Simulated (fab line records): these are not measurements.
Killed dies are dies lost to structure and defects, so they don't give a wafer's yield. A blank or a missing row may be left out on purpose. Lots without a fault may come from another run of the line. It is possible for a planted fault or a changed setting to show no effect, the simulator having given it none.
Split-lot study    flow n5 finfet    21 wafers read across 7 lots, on a route 1938 steps long

ON THE SPLIT
At N5_BEOL_M7_HM_DEP_02 (deposits TiN, target thk 20 nm), the setting target thk a was moved away from the recipe's 200 angstrom on 7 of the 21 wafers read, by -8.3% to +13.3%. All remaining wafers had this setting at the recipe value.

FROM THE SPLIT TO THE READING: what the file shows between them, 4 steps
- N5_BEOL_M7_COAT_59: time 60 s, resist thk 100 nm
- N5_BEOL_M7_COAT_60: time 60 s, resist thk 35 nm
- N5_BEOL_M7_STRIP_68: strips in N2/H2
- N5_BEOL_M7_STRIP_67: strips in CF4

THE READING
etch.depth nm (the simulator's own value, which no gauge read), in nm, at N5_BEOL_M7_HM_OPEN_17 (chemistry Cl2/BCl3, target TiN, target depth 20 nm, overetch 6 nm). There is no usual value for it anywhere in the file. The 14 wafers here that ran the recipe average 20.07 nm, standard deviation 0.24 nm.

wafer   tool, chamber at the split  target thk a as run, angstrom  against the recipe  etch.depth nm, nm  against lot-mates on the recipe
L074.3  pvd sputter-01, -           200                            recipe              20.02              -
L074.4  pvd sputter-01, -           200                            recipe              20.36              -
L074.6  pvd sputter-01, -           200                            recipe              20.4               -
L082.3  pvd sputter-03, -           200                            recipe              19.7               -
L082.4  pvd sputter-03, -           200                            recipe              19.92              -
L082.5  pvd sputter-03, -           200                            recipe              19.94              -
L084.2  pvd sputter-03, -           200                            recipe              19.85              -
L084.5  pvd sputter-03, -           200                            recipe              19.84              -
L084.6  pvd sputter-03, -           200                            recipe              20.06              -
L087.2  pvd sputter-03, -           189.2                          -5.4%               18.4               -1.44
L087.3  pvd sputter-03, -           189.2                          -5.4%               18.49              -1.35
L087.4  pvd sputter-03, -           200                            recipe              19.84              -
L089.3  pvd sputter-02, -           183.5                          -8.3%               18.3               -2.10
L089.4  pvd sputter-02, -           200                            recipe              20.26              -
L089.6  pvd sputter-02, -           200                            recipe              20.53              -
L096.1  pvd sputter-01, -           200                            recipe              20.11              -
L096.2  pvd sputter-01, -           226.7                          +13.3%              22.95              +2.84
L096.6  pvd sputter-01, -           200                            recipe              20.1               -
L097.4  pvd sputter-03, -           184.2                          -7.9%               18.5               no lot-mate on the recipe
L097.5  pvd sputter-03, -           184.2                          -7.9%               18.69              no lot-mate on the recipe
L097.6  pvd sputter-03, -           184.2                          -7.9%               18.24              no lot-mate on the recipe

THE FIT
A straight line over all 21 wafers: etch.depth nm changes by +0.219 nm for each +1% of target thk a; r = +0.97; the points scatter about the line by 0.26 nm.
The same after taking each lot's own level away (the mean of its wafers on the recipe; 18 wafers): +0.23 nm for each +1%; r = +0.99; scatter 0.14 nm.
According to that fit, moving target thk a by its largest amount changes the reading by 3.1 nm.
The lots' own levels span 19.840 to 20.395 nm, that is 2.4 times the standard deviation above.
The two slopes agree, so the slope changes little with the lot-to-lot level.
Check: +3.42 nm against its lot-mates is what the line predicts for one of the wafers moved furthest among these (+13.3%) when that wafer is left out of the fit. Against them it came out at +2.84 nm.

THESE WAFERS: OTHER SPLITS
Other splits were also applied to these wafers ahead of the reading. Each is held against what the fit with the lots' levels taken away leaves over:
other split on the same wafers  wafers away from the commonest value  r with etch.depth nm (lot level and that fit taken away)
N5_BEOL_M7_PECVD_70 temp c      6                                     -0.31

THE WHOLE CHAIN: every reading that the file lists as answering this split, in the file's order
step                   what it does                                                       reading                                                                           change (the file's fit)                r (the file's)
N5_BEOL_M7_HM_DEP_02   deposits TiN, target thk 20 nm                                     TiN_of_BEOL_M7_HM_DEP_02.thk nm (the simulator's own value, which no gauge read)  +0.228 nm for each +1% of the setting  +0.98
N5_BEOL_M7_HM_OPEN_17  chemistry Cl2/BCl3, target TiN, target depth 20 nm, overetch 6 nm  etch.depth nm (the simulator's own value, which no gauge read)                    +0.228 nm for each +1% of the setting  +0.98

FILE'S OWN FIT
etch.depth nm changes by +0.228 nm for each +1% of target thk a, r = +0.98.
